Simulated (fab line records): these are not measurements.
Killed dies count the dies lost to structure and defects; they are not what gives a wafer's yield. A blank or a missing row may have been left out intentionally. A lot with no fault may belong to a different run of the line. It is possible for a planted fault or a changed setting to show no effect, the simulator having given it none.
Matching of chambers    flow n5 finfet    N5_BEOL_M3_PRE_CLEAN_60 on cvd co-02: 3 sister chambers
The step time 15 s. 3 wafers are shown with their chamber, then 12 later ones without.

== WAFERS PAIRED WITH THEIR CHAMBERS ==
wafer   chamber  heater power w (W)
L087.4  1        81
L088.4  0        48
L088.6  2        90

== WAFERS WHOSE CHAMBER IS MISSING ==
wafer   heater power w (W)
L090.2  48
L090.5  79
L090.6  48
L091.1  81
L091.4  89
L091.5  82
L093.1  85
L093.3  81
L093.4  48
L095.1  48
L095.2  91
L095.3  80

== EACH ONE'S CHAMBER ==
wafer   from the rows above      in truth
L090.2  0                        0
L090.5  1                        1
L090.6  0                        0
L091.1  1                        1
L091.4  2                        2
L091.5  1                        1
L093.1  can't be placed: 1 or 2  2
L093.3  1                        1
L093.4  0                        0
L095.1  0                        0
L095.2  2                        2
L095.3  1                        1
11 of 12 placed correctly. Cannot be placed on the basis of these rows: 1; the candidates contain the true chamber in 1. Number placed wrongly: 0.
How it was worked out, from the rows above alone: a wafer's distance from a chamber is the root of the sum, over the readings, of the square of ((its reading less the chamber's mean) divided by the reading's scatter). The wafer belongs to the nearest chamber; if the next one is less than 2 further off, it can't be placed. Each chamber's mean is taken over the wafers shown for it. The scatter (one wafer shown for each chamber): square how far every hidden wafer sits from the nearest shown wafer, average those squares and take the square root.
